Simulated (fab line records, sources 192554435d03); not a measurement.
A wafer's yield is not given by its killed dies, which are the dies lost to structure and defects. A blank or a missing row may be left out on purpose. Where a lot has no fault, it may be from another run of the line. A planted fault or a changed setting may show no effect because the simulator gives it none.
Chamber matching + flow n5 finfet + 4 sister chambers for N5_BEOL_M0_SAQP_ALD_48 on ald sin-04
The step deposits SiO2, target thk 20 nm, pulse time 1 s, co reactant pulse time 1 s. 4 wafers are shown with their chamber, then 8 later ones without.

## EACH WAFER AND ITS CHAMBER
| wafer  | chamber | heater power outer w (W) |
|--------|---------|--------------------------|
| L084.3 | 1       | 43                       |
| L089.4 | 0       | 39                       |
| L089.5 | 2       | 44                       |
| L092.2 | 3       | 41                       |

## WAFERS WITH NO CHAMBER GIVEN
| wafer  | heater power outer w (W) |
|--------|--------------------------|
| L092.5 | 41                       |
| L092.6 | 39                       |
| L097.1 | 41                       |
| L097.3 | 41                       |
| L097.6 | 42                       |
| L096.4 | 42                       |
| L096.5 | 39                       |
| L096.6 | 40                       |

## EACH ONE'S CHAMBER
| wafer  | from the rows above          | in truth                   |
|--------|------------------------------|----------------------------|
| L092.5 | 3                            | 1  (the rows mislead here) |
| L092.6 | 0                            | 0                          |
| L097.1 | 3                            | 3                          |
| L097.3 | 3                            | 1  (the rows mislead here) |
| L097.6 | can't be placed: 1 or 3 or 2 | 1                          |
| L096.4 | can't be placed: 1 or 3 or 2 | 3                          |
| L096.5 | 0                            | 0                          |
| L096.6 | can't be placed: 0 or 3      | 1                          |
Placed correctly: 3 of 8. From these rows, 3 cannot be placed; in 2 the true chamber is one of the candidates. Wrongly placed: 2.
How it was worked out, from the rows above alone: a wafer's distance from a chamber is the root of the sum, over the readings, of the square of ((its reading less the chamber's mean) divided by the reading's scatter). The wafer belongs to the nearest chamber; if the next one is less than 2 further off, it can't be placed. A chamber's mean is the mean of its shown wafers. The scatter (one wafer shown for each chamber): square how far every hidden wafer sits from the nearest shown wafer, average those squares and take the square root.
